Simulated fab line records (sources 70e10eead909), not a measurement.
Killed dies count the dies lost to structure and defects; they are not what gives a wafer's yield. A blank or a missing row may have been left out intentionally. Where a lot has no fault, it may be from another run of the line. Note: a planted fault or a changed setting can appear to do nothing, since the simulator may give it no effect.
fab line records ; flow nand_harc
record: lots: 5; wafers: 15; last_day: 24
route steps=1159 shown P_BONDPAD@357 END@1159
lots with no fault: from the same line, run without faults
start_h: hours from the record's first day to the start of the lot's first wafer shown ; wait_h: hours from the lot's prior step to this one ; " the same as in the row above ; L1.1+2: one row covering several wafers at once ; - value missing, or start not given ; * or withheld: withheld ; < > ~ a bound
route shown NAME@n: names a module that has steps shown in the file, with the first one's number in the route ; usual: mean/standard deviation of fault-free wafers ; same: alike in all rows ; chamber/n: place in a boat ; sites: readings site by site ; _std_site: the standard deviation of these ; _edge_site: outer sites' mean less inner sites' ; radius_mm: for every site, how far away it sits from the centre of the wafer ; mask NAME#n: copy n ; behind: the tool/chamber that last shaped the wafer ; hold: reason for holding the lot/hours on hold/outcome of the hold ; device: the n, p or np transistor that did not switch ; end of line: tests of these same wafers at the route's end ; a step given without rows: its recipe and nothing more ; killed: count of dies lost to structure and defects at first sort (not the wafer's yield) ; map: a wafer's dies, x killed, . not, _ none there
set.NAME: the run value of the setting; set.NAME@STEP: its run value at that earlier step ; model.NAME: the simulator's own value behind a step, which no gauge read
lots at some steps of the route; a table a step, a row a wafer
services: from which hour (start_h, from the record's first day; less than 0 if before it) a tool's chamber was out of use, for how many hours, and why
== steps ==
step: NHARC_P_BONDPAD_COAT_36
recipe: temp_c: 200; time_s: 65
step: NHARC_P_BONDPAD_COAT_03
recipe: spin_rpm: 2000; resist_thk_nm: 600
step: NHARC_P_BONDPAD_SOFTBAKE_04
recipe: temp_c: 125; time_s: 70
step: NHARC_P_BONDPAD_EBR_05
step: NHARC_P_BONDPAD_EXPOSE_06
recipe: na: 0.55; dose_mj: 37.06; mask_id: P_BPAD
step: NHARC_P_BONDPAD_PEB_07
recipe: peb_temp_c: 128; peb_time_s: 80
step: NHARC_P_BONDPAD_DEVELOP_08
recipe: time_s: 50; dev_temp_c: 22
step: NHARC_P_BONDPAD_CD_MEAS_09
recipe: target_cd_nm: 500; landing_energy_ev: 500
usual: cd_nm: 499.7/1.3
lot.wafer;tool;chamber;start_h;wait_h;cd_nm
L777.1;cd_sem-03;0;144.91;-;501.1
L777.2;cd_sem-03;0;144.91;-;501.0
L777.3;cd_sem-03;0;144.91;-;500.3
L778.2;cd_sem-03;0;145.24;-;500.4
L778.4;cd_sem-03;0;145.24;-;498.5
L778.5;cd_sem-03;0;145.24;-;499.7
L784.1;cd_sem-01;0;182.67;-;500.3
L784.3;cd_sem-01;0;182.67;-;500.1
L784.5;cd_sem-01;0;182.67;-;499.0
L796.1;cd_sem-02;0;249.39;-;497.2
L796.2;cd_sem-02;0;249.39;-;499.0
L796.4;cd_sem-02;0;249.39;-;498.0
L799.2;cd_sem-03;0;259.11;-;501.2
L799.3;cd_sem-03;0;259.11;-;501.1
L799.5;cd_sem-03;0;259.11;-;501.3
step: NHARC_P_BONDPAD_OVL_MEAS_38
usual: overlay_x_nm: 0/6.8; overlay_y_nm: 0/5.4
lot.wafer;tool;chamber;start_h;wait_h;overlay_x_nm;overlay_y_nm
L777.1;overlay-01;-;145.00;-;-15;-2
L777.2;overlay-01;-;145.00;-;-15;-1
L777.3;overlay-01;-;145.00;-;-15;-2
L778.2;overlay-01;-;145.32;-;1;3
L778.4;overlay-01;-;145.32;-;1;3
L778.5;overlay-01;-;145.32;-;1;2
L784.1;overlay-02;-;182.76;-;-6;9
L784.3;overlay-02;-;182.76;-;-6;9
L784.5;overlay-02;-;182.76;-;-6;9
L796.1;overlay-02;-;249.48;-;-2;8
L796.2;overlay-02;-;249.48;-;-2;9
L796.4;overlay-02;-;249.48;-;-2;8
L799.2;overlay-01;-;259.20;-;-2;2
L799.3;overlay-01;-;259.20;-;-1;2
L799.5;overlay-01;-;259.20;-;-2;2
step: NHARC_P_BONDPAD_HARDBAKE_10
recipe: temp_c: 118; time_s: 65
step: NHARC_P_BONDPAD_DESCUM_11
recipe: time_s: 3; o2_flow_sccm: 200; ar_flow_sccm: 0; bias_power_w: 0; chemistry: O2
usual: drypump_motor_current_A: 5.6/0.52; mfc_ar_sccm: 0.009/0.01; oes_product_au: 1.000/0.0068; rf_vpp_V: 58.2/0.94; showerhead_plenum_p_Torr: 1.99/0.083; throttle_valve_pct: 11.310/0.0098
same: bias_power_w: 0
lot.wafer;tool;chamber;start_h;wait_h;drypump_motor_current_A;mfc_ar_sccm;oes_product_au;rf_hours_counter_h;rf_vpp_V;showerhead_plenum_p_Torr;throttle_valve_pct
L777.2;rie_diel-13;1;145.13;-;5.5;0;0.999;5;59.1;2.05;11.306
L777.1;rie_diel-13;3;145.13;-;5.1;0;0.995;4;57.6;1.86;11.316
L777.3;rie_diel-13;0;145.13;-;5.5;0.024;0.996;4;57.6;2.04;11.297
L778.2;rie_diel-13;0;145.47;-;5.4;0.024;0.992;4;56.8;2.04;11.313
L778.5;rie_diel-13;1;145.47;-;5.5;0;0.996;-;58.3;2.05;11.305
L778.4;rie_diel-13;0;145.47;-;5.4;0.024;0.991;-;59.0;2.04;11.316
L784.1;rie_diel-13;1;182.91;-;5.5;0;1.002;7;58.0;2.05;11.301
L784.3;rie_diel-13;3;182.91;-;5.1;0;1.004;7;58.4;1.86;11.319
L784.5;rie_diel-13;0;182.91;-;5.4;0.024;1.007;-;58.3;2.04;11.297
L796.1;rie_diel-13;2;249.60;-;6.5;0.012;0.998;15;58.9;2.03;11.289
L796.4;rie_diel-13;0;249.60;-;5.4;0.024;1.009;15;57.0;2.04;11.315
L796.2;rie_diel-13;1;249.60;-;5.5;0;0.998;15;58.9;2.05;11.301
L799.3;rie_diel-02;3;259.32;-;5.4;0;1.004;36;59.1;1.78;11.329
L799.2;rie_diel-02;1;259.32;-;5.2;0.015;0.988;36;58.0;1.97;11.314
L799.5;rie_diel-02;0;259.32;-;5.7;0.021;1.001;-;60.1;2.06;11.315
step: NHARC_P_BONDPAD_ETCH_37
recipe: target_depth_a: 600; overetch_a: 180; time_s: 65.91; ion_energy_ev: 200; n2_flow_sccm: 150; h2_flow_sccm: 150; ar_flow_sccm: 0; rf_w: 400; bias_w: 150; chemistry: N2/H2
usual: drypump_motor_current_A: 5.6/0.52; mfc_ar_sccm: 0.009/0.01; oes_product_au: 0.999/0.0067; rf_vpp_V: 432.7/2.7; showerhead_plenum_p_Torr: 2.12/0.093; throttle_valve_pct: 14.170/0.0097
lot.wafer;tool;chamber;start_h;wait_h;drypump_motor_current_A;mfc_ar_sccm;oes_product_au;rf_hours_counter_h;rf_vpp_V;showerhead_plenum_p_Torr;throttle_valve_pct
L777.3;rie_diel-13;1;145.23;0.1;5.5;0;1.003;5;434.2;2.19;14.165
L777.1;rie_diel-13;3;145.23;0.1;5.1;0;0.998;4;429.1;1.98;14.181
L777.2;rie_diel-13;0;145.23;0.1;5.4;0.024;0.997;4;435.4;2.18;14.188
L778.2;rie_diel-13;1;145.57;0.1;5.5;0;1.002;5;435.4;2.19;14.168
L778.4;rie_diel-13;3;145.57;0.1;5.1;0;0.999;-;428.9;1.98;14.183
L778.5;rie_diel-13;1;145.57;0.1;5.5;0;0.999;-;434.5;2.19;14.169
L784.1;rie_diel-13;2;182.99;0.1;6.5;0.012;1.002;6;433.4;2.17;14.163
L784.3;rie_diel-13;0;182.99;0.1;5.4;0.024;0.990;7;434.0;2.18;14.179
L784.5;rie_diel-13;2;182.99;0.1;6.5;0.012;1.000;-;433.2;2.17;14.182
L796.1;rie_diel-13;2;249.69;0.1;6.6;0.012;0.994;15;434.7;2.17;14.160
L796.4;rie_diel-13;0;249.69;0.1;5.5;0.024;0.994;15;436.5;2.18;14.173
L796.2;rie_diel-13;1;249.69;0.1;5.5;0;1.000;15;434.8;2.18;14.177
L799.3;rie_diel-02;0;259.58;0.2;5.7;0.021;0.995;35;434.6;2.20;14.163
L799.2;rie_diel-02;1;259.58;0.2;5.3;0.015;0.983;36;432.4;2.10;14.170
L799.5;rie_diel-02;1;259.58;0.2;5.3;0.015;1.000;-;433.0;2.10;14.177
step: NHARC_P_BONDPAD_ETCH_12
recipe: target_depth_a: 2000; time_s: 100; chf3_flow_sccm: 50; o2_flow_sccm: 10; ar_flow_sccm: 200; rf_w: 500; bias_w: 200; chemistry: CHF3/O2
usual: drypump_motor_current_A: 5.6/0.53; mfc_ar_sccm: 200.1/0.6; oes_product_au: 0.935/0.021; rf_vpp_V: 372.4/2.3; showerhead_plenum_p_Torr: 2.49/0.1; throttle_valve_pct: 20.573/0.0087
lot.wafer;tool;chamber;start_h;wait_h;drypump_motor_current_A;mfc_ar_sccm;oes_product_au;rf_hours_counter_h;rf_vpp_V;showerhead_plenum_p_Torr;throttle_valve_pct
L777.2;rie_diel-13;1;145.33;-;5.5;200.1;0.921;5;373.7;2.57;20.567
L777.3;rie_diel-13;3;145.33;-;5.1;200.1;0.927;4;369.0;2.34;20.562
L777.1;rie_diel-13;0;145.33;-;5.4;200.8;0.925;4;373.8;2.56;20.560
L778.2;rie_diel-13;1;145.65;-;5.5;200.5;0.967;5;373.8;2.56;20.575
L778.5;rie_diel-13;1;145.65;-;5.5;200.1;0.976;-;374.2;2.56;20.572
L778.4;rie_diel-13;3;145.65;-;5.1;200.0;0.977;-;370.1;2.34;20.572
L784.1;rie_diel-13;3;183.08;-;5.1;199.3;0.929;7;368.8;2.34;20.573
L784.3;rie_diel-13;0;183.08;-;5.4;199.5;0.845;7;374.7;2.55;20.567
L784.5;rie_diel-13;0;183.08;-;5.4;200.5;0.911;-;374.0;2.55;20.567
L796.2;rie_diel-13;2;249.78;-;6.6;199.8;0.956;15;372.6;2.54;20.566
L796.1;rie_diel-13;3;249.78;-;5.1;199.8;0.970;12;368.3;2.34;20.560
L796.4;rie_diel-13;0;249.78;-;5.4;200.4;0.979;15;373.9;2.55;20.566
L799.2;rie_diel-02;0;259.67;-;5.7;199.8;0.915;35;374.1;2.58;20.576
L799.3;rie_diel-02;3;259.67;-;5.4;199.3;0.923;36;367.2;2.24;20.572
L799.5;rie_diel-02;1;259.67;-;5.2;200.4;0.923;-;373.0;2.47;20.575
step: NHARC_P_BONDPAD_CD_MEAS_13
usual: cd_nm: 498.9/1.4
lot.wafer;tool;chamber;start_h;wait_h;cd_nm
L777.1;cd_sem-01;-;145.49;-;499.1
L777.2;cd_sem-01;-;145.49;-;500.6
L777.3;cd_sem-01;-;145.49;-;499.1
L778.2;cd_sem-01;-;145.81;-;499.6
L778.4;cd_sem-01;-;145.81;-;498.1
L778.5;cd_sem-01;-;145.81;-;499.6
L784.1;cd_sem-02;-;183.21;-;499.8
L784.3;cd_sem-02;-;183.21;-;497.4
L784.5;cd_sem-02;-;183.21;-;498.1
L796.1;cd_sem-03;-;249.92;-;496.9
L796.2;cd_sem-03;-;249.92;-;499.0
L796.4;cd_sem-03;-;249.92;-;496.8
L799.2;cd_sem-02;-;259.83;-;500.7
L799.3;cd_sem-02;-;259.83;-;499.6
L799.5;cd_sem-02;-;259.83;-;499.8
step: NHARC_END_SORT_01
recipe: temp_c: 25
usual: defect_limited_yield: 95.7/1.5; killed_at_array: 26/9.9; killed_at_other: 0.8/1; killed_at_periphery: 2.8/2.2; killed_dies: 29/9.9; killed_open: 3.2/1.8; killed_short: 2.1/1.4; sort_bin_2_pct: 1.3/0.54; sort_bin_3_pct: 0.23/0.2; sort_bin_4_pct: 2.8/1; sort_n_pass: 648/9.9; sort_rim_yield_pct: 95/3.5; sort_yield_pct: 95.7/1.5
same: gross_dies: 677; sort_bin_5_pct[%]: 0; sort_bin_6_pct[%]: 0; sort_bin_7_pct[%]: 0; sort_bin_8_pct[%]: 0; sort_rim_n_gross: 106.00
lot.wafer;tool;chamber;start_h;wait_h;defect_limited_yield[%];killed_at_array;killed_at_other;killed_at_periphery;killed_dies;killed_open;killed_short;sort_bin_2_pct[%];sort_bin_3_pct[%];sort_bin_4_pct[%];sort_n_pass;sort_rim_yield_pct[%];sort_yield_pct[%]
L777.1;prober-02;0;459.49;2.5;95.6;27;0;3;30;2;3;1.5;0.15;2.8;647;96;95.6
L777.2;prober-02;0;460.29;2.8;94.8;35;0;0;35;3;4;1.5;0.15;3.5;642;92;94.8
L777.3;prober-02;0;461.09;3.1;95.0;27;0;7;34;4;1;2.2;0.15;2.7;643;89;95.0
L778.2;prober-02;0;472.22;2.8;96.3;23;0;2;25;4;0;0.7;0.15;2.8;652;95;96.3
L778.4;prober-02;0;473.83;3.4;96.8;20;0;2;22;2;2;0.7;0.15;2.4;655;96;96.8
L778.5;prober-02;0;474.64;3.7;96.5;20;1;3;24;2;1;1.2;0.15;2.2;653;95;96.5
L784.1;prober-01;0;490.28;2.5;94.7;33;0;3;36;5;1;2.1;1.03;2.2;641;91;94.7
L784.3;prober-01;0;491.88;3.1;0.6;51;0;622;673;6;6;93.6;0.15;5.6;4;2;0.6
L784.5;prober-01;0;493.48;3.7;94.7;33;0;3;36;2;0;1.2;0.15;4.0;641;92;94.7
L799.2;prober-02;0;560.25;2.8;95.1;25;2;6;33;5;2;1.6;0.30;3.0;644;93;95.1
L799.3;prober-02;0;561.06;3.1;95.6;22;4;4;30;5;2;1.3;0.44;2.7;647;92;95.6
L799.5;prober-02;0;562.66;3.7;96.8;14;2;6;22;3;2;1.6;0;1.6;655;94;96.8
L796.1;prober-01;0;565.80;2.5;92.3;51;0;1;52;2;2;2.7;0.59;4.4;625;94;92.3
L796.2;prober-01;0;566.60;2.8;92.3;49;0;3;52;4;2;2.2;0.74;4.7;625;83;92.3
L796.4;prober-01;0;568.21;3.4;93.6;41;0;2;43;2;1;1.8;0.30;4.3;634;92;93.6
killed by level:class
L777.1 A_CHANNEL_HOLE_D1:chamber_film_flake=10 A_SLIT:chamber_film_flake=10 P_CONTACT:geometric_particle:short=1 A_CHANNEL_FILL_D1:geometric_particle:short=1 A_WL_FILL:geometric_particle:short=1 A_WL_FILL:geometric_particle:open=1 A_CONTACT:geometric_particle:open=1 P_STI:chamber_film_flake=1
L777.2 A_CHANNEL_HOLE_D1:chamber_film_flake=11 A_SLIT:chamber_film_flake=9 A_CONTACT:chamber_film_flake=3 A_STAIRCASE:chamber_film_flake=2 A_CHANNEL_HOLE_D1:geometric_particle:short=1 A_CHANNEL_FILL_D1:geometric_particle:short=1 A_CHANNEL_FILL_D1:geometric_particle:open=1 A_WL_FILL:geometric_particle:short=1
L777.3 A_CHANNEL_HOLE_D1:chamber_film_flake=13 A_SLIT:chamber_film_flake=9 P_CONTACT:geometric_particle:open=2 P_BONDPAD:chamber_film_flake=2 A_CONTACT:chamber_film_flake=2 P_GATE:geometric_particle:open=1 A_CHANNEL_HOLE_D1:geometric_particle:open=1 A_WL_FILL:geometric_particle:short=1
L778.2 A_SLIT:chamber_film_flake=7 A_STAIRCASE:chamber_film_flake=5 A_CONTACT:chamber_film_flake=4 A_BONDPAD:chamber_film_flake=3 P_M0:geometric_particle:open=2 A_CHANNEL_HOLE_D1:chamber_film_flake=2 A_ONON_D1:geometric_particle:open=1 A_CONTACT:geometric_particle:open=1
L778.4 A_SLIT:chamber_film_flake=8 A_CHANNEL_HOLE_D1:chamber_film_flake=4 A_ONON_D1:geometric_particle:short=2 P_GATE:chamber_film_flake=2 A_STAIRCASE:chamber_film_flake=2 A_WL_FILL:geometric_particle:open=1 A_CONTACT:geometric_particle:open=1 A_CONTACT:chamber_film_flake=1
L778.5 A_SLIT:chamber_film_flake=8 A_CONTACT:chamber_film_flake=3 A_BONDPAD:chamber_film_flake=3 A_M1:chamber_film_flake=2 P_GATE:geometric_particle:short=1 P_M1:geometric_particle:open=1 A_ONON_D1:geometric_particle:open=1 P_GATE:chamber_film_flake=1
L784.1 A_CHANNEL_HOLE_D1:chamber_film_flake=12 A_SLIT:chamber_film_flake=9 A_CONTACT:chamber_film_flake=5 A_CONTACT:geometric_particle:open=2 A_STAIRCASE:chamber_film_flake=2 P_GATE:geometric_particle:open=1 P_M0:geometric_particle:open=1 A_ONON_D1:geometric_particle:open=1
L784.3 P_BONDPAD:area_etch=619 A_CHANNEL_HOLE_D1:chamber_film_flake=17 A_SLIT:chamber_film_flake=16 A_CONTACT:chamber_film_flake=5 A_ONON_D1:geometric_particle:short=2 A_CHANNEL_FILL_D1:geometric_particle:open=2 A_WL_FILL:geometric_particle:open=2 A_M0:geometric_particle:short=2
L784.5 A_CHANNEL_HOLE_D1:chamber_film_flake=14 A_SLIT:chamber_film_flake=11 A_CONTACT:chamber_film_flake=5 A_STAIRCASE:chamber_film_flake=2 P_GATE:geometric_particle:open=1 A_BLC:geometric_particle:open=1 P_ZERO_WELL:chamber_film_flake=1 P_STI:chamber_film_flake=1
L799.2 A_CHANNEL_HOLE_D1:chamber_film_flake=17 P_M1:chamber_film_flake=3 A_CONTACT:geometric_particle:open=2 THIN_TSV:chamber_film_flake=2 P_CONTACT:geometric_particle:open=1 P_M0:geometric_particle:open=1 A_WL_FILL:geometric_particle:short=1 A_WL_FILL:geometric_particle:open=1
L799.3 A_CHANNEL_HOLE_D1:chamber_film_flake=13 THIN_TSV:chamber_film_flake=4 P_ZERO_WELL:chamber_film_flake=2 P_M1:chamber_film_flake=2 A_SOURCE_PLATE:geometric_particle:short=1 A_ONON_D1:geometric_particle:open=1 A_ONON_D1:geometric_particle:short=1 A_WL_FILL:geometric_particle:open=1
L799.5 A_CHANNEL_HOLE_D1:chamber_film_flake=11 P_M1:chamber_film_flake=3 THIN_TSV:chamber_film_flake=2 P_CONTACT:geometric_particle:short=1 P_CONTACT:geometric_particle:open=1 A_ONON_D1:geometric_particle:open=1 A_ONON_D1:geometric_particle:short=1 A_SGD_CUT:geometric_particle:open=1
L796.1 A_SLIT:chamber_film_flake=24 A_CHANNEL_HOLE_D1:chamber_film_flake=18 A_CONTACT:chamber_film_flake=3 A_WL_FILL:chamber_film_flake=2 P_M0:geometric_particle:open=1 A_CHANNEL_FILL_D1:geometric_particle:short=1 A_BLC:geometric_particle:open=1 A_M0:geometric_particle:short=1
L796.2 A_CHANNEL_HOLE_D1:chamber_film_flake=21 A_SLIT:chamber_film_flake=14 A_CONTACT:chamber_film_flake=5 A_WL_FILL:chamber_film_flake=3 P_M0:geometric_particle:open=2 A_STAIRCASE:chamber_film_flake=2 A_ONON_D1:geometric_particle:open=1 A_WL_FILL:geometric_particle:short=1
L796.4 A_SLIT:chamber_film_flake=17 A_CHANNEL_HOLE_D1:chamber_film_flake=16 A_CONTACT:chamber_film_flake=3 A_WL_FILL:chamber_film_flake=2 P_M0:geometric_particle:short=1 A_WL_FILL:geometric_particle:open=1 A_CONTACT:geometric_particle:open=1 P_GATE:chamber_film_flake=1
map L784.3 (x killed, . not)
____________x____________
_________xxxxxxx_________
_______xxxxxxxxx.x_______
______xxxxxxxxxxxxx______
_____xxxxxxxxxxxxxxx_____
____xxxxxxxxxxxxxxxxx____
____xxxxxxxxxxxxx.xxx____
___xxxxxxxxxxxxxxxxxxx___
___xxxxxxxxxxxxxxxxxxx___
__xxxxxxxxxxxxxxxxxxxxx__
__xxxxxxxxxxxxxxxxxxxxx__
_xxxxxxxxxxxxxxxxxxxxxxx_
_xxxxxxxxxxxxxxxxxxxxxxx_
_xxxxxxxxxxxxxxxxxxxxxxx_
_xxxxxxxxxxxxxxxxxxxxxxx_
_xxxxxxxxxxxxxxxxxxxxxxx_
x.xxxxxxxxxxxxxxxxxxxxxxx
.xxxxxxxxxxxxxxxxxxxxxxxx
xxxxxxxxxxxxxxxxxxxxxxxxx
xxxxxxxxxxxxxxxxxxxxxxxxx
xxxxxxxxxxxxxxxxxxxxxxxxx
_xxxxxxxxxxxxxxxxxxxxxxx_
_xxxxxxxxxxxxxxxxxxxxxxx_
_xxxxxxxxxxxxxxxxxxxxxxx_
_xxxxxxxxxxxxxxxxxxxxxxx_
_xxxxxxxxxxxxxxxxxxxxxxx_
__xxxxxxxxxxxxxxxxxxxxx__
__xxxxxxxxxxxxxxxxxxxxx__
___xxxxxxxxxxxxxxxxxxx___
___xxxxxxxxxxxxxxxxxxx___
____xxxxxxxxxxxxxxxxx____
____xxxxxxxxxxxxxxxxx____
_____xxxxxxxxxxxxxxx_____
______xxxxxxxxxxxxx______
_______xxxxxxxxxxx_______
_________xxxxxxx_________
____________x____________
map L778.2 (x killed, . not)
____________.____________
_________......._________
_______.x........._______
______....x........______
_____..............._____
____.................____
____.................____
___...................___
___...................___
__x....................__
__...........x.........__
_..x...................._
_......................._
_...x..................._
_.........x.x..........._
_......................._
..x.x....................
.........................
.........................
.........................
.........................
_.........x............._
_..........x........x..._
_x..........x..........._
_......................._
_....x.................._
__.....................__
__.....................__
___.x.x...............___
___...xx..............___
____.................____
____..xx.............____
_____x.....x........_____
______.............______
_______x.........._______
_________......._________
____________.____________
== services ==
tool;chamber;start_h;hours;kind
rie_diel-02;3;129.04;3.0;repair
rie_diel-13;0;132.59;-;clean
rie_diel-13;1;132.59;-;clean
rie_diel-13;2;132.59;-;clean
rie_diel-13;3;132.59;-;clean
rie_diel-13;2;141.59;7.2;repair
rie_diel-02;-;150.74;9.0;pm
rie_diel-13;0;157.15;-;clean
rie_diel-13;1;157.15;-;clean
rie_diel-13;2;157.15;-;clean
rie_diel-13;3;157.15;-;clean
rie_diel-13;0;181.65;-;clean
rie_diel-13;1;181.65;-;clean
rie_diel-13;2;181.65;-;clean
rie_diel-13;3;181.65;-;clean
rie_diel-13;0;206.15;-;clean
rie_diel-13;1;206.15;-;clean
rie_diel-13;2;206.15;-;clean
rie_diel-13;3;206.15;-;clean
rie_diel-13;3;215.88;16.3;repair
rie_diel-13;0;230.70;-;clean
rie_diel-13;3;240.86;2.9;repair
rie_diel-02;2;253.28;25.0;repair
rie_diel-13;0;253.61;6.2;repair
== key ==
first_sign: step: NHARC_P_BONDPAD_ETCH_12; reading: oes_product_au; direction: down; sigmas: 4.4; usual: 0.935; struck: 0.845
effect: step: NHARC_END_SORT_01; reading: killed_at_periphery; direction: up; sigmas: 99+; usual: 2.8; struck: 622
more_kills_born_at: NHARC_P_BONDPAD_ETCH_12@rie_diel-13: 619
met_at NHARC_P_BONDPAD_ETCH_12
struck_wafers L784.3
later_rows_left_out L784.3
onset_between 145.65 183.08
fault: kind: process_parameter_drift; tool: rie_diel-13; chamber: -; onset_h: 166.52; steps: NHARC_P_BONDPAD_ETCH_12; channel: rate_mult; offset: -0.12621; shape: step; end_h: 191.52; scope: struck_wafers_only
later_rows_left_out: the simulator's readings of these wafers behind a module that went badly wrong aren't trusted and aren't shown, but for the sort
